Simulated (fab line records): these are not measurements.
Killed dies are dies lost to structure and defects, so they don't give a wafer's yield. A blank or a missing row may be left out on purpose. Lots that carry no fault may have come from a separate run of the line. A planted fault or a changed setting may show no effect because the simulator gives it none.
Matching of chambers -- flow n5 finfet -- pecvd-03 running N5_BEOL_M14_ILD_DEP_00: 3 sister chambers
The step deposits SiO2 from TEOS/O2, target thk 1119.3 nm, time 237.4 s. 3 wafers are shown with their chamber, then 11 later ones without.

EACH WAFER AND ITS CHAMBER
wafer,chamber,throttle valve pct (%)
L082.5,0,19.9
L087.5,1,18.2
L088.1,2,17.4

WAFERS WITHOUT THEIR CHAMBER
wafer,throttle valve pct (%)
L088.4,18.3
L088.5,20.3
L091.3,17.2
L091.4,17.7
L091.6,20.1
L092.3,17.7
L092.4,19.9
L092.6,17.8
L096.1,20.0
L096.5,18.3
L096.6,17.5

EACH ONE'S CHAMBER
wafer,from the rows above,in truth
L088.4,1,1
L088.5,0,0
L091.3,2,2
L091.4,can't be placed: 2 or 1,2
L091.6,0,0
L092.3,can't be placed: 2 or 1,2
L092.4,0,0
L092.6,can't be placed: 1 or 2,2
L096.1,0,0
L096.5,1,1
L096.6,2,2
8 of 11 placed correctly. Can't be placed from these rows: 3 (the true chamber is among the candidates in 3). 0 placed wrongly.
How it was worked out, from the rows above alone: a wafer's distance from a chamber is the root of the sum, over the readings, of the square of ((its reading less the chamber's mean) divided by the reading's scatter). The wafer belongs to the nearest chamber; if the next one is less than 2 further off, it can't be placed. A chamber's mean is the mean of its shown wafers. The scatter: with one shown wafer a chamber, the root of the mean of the squares of how far each hidden wafer lies from its nearest shown one.
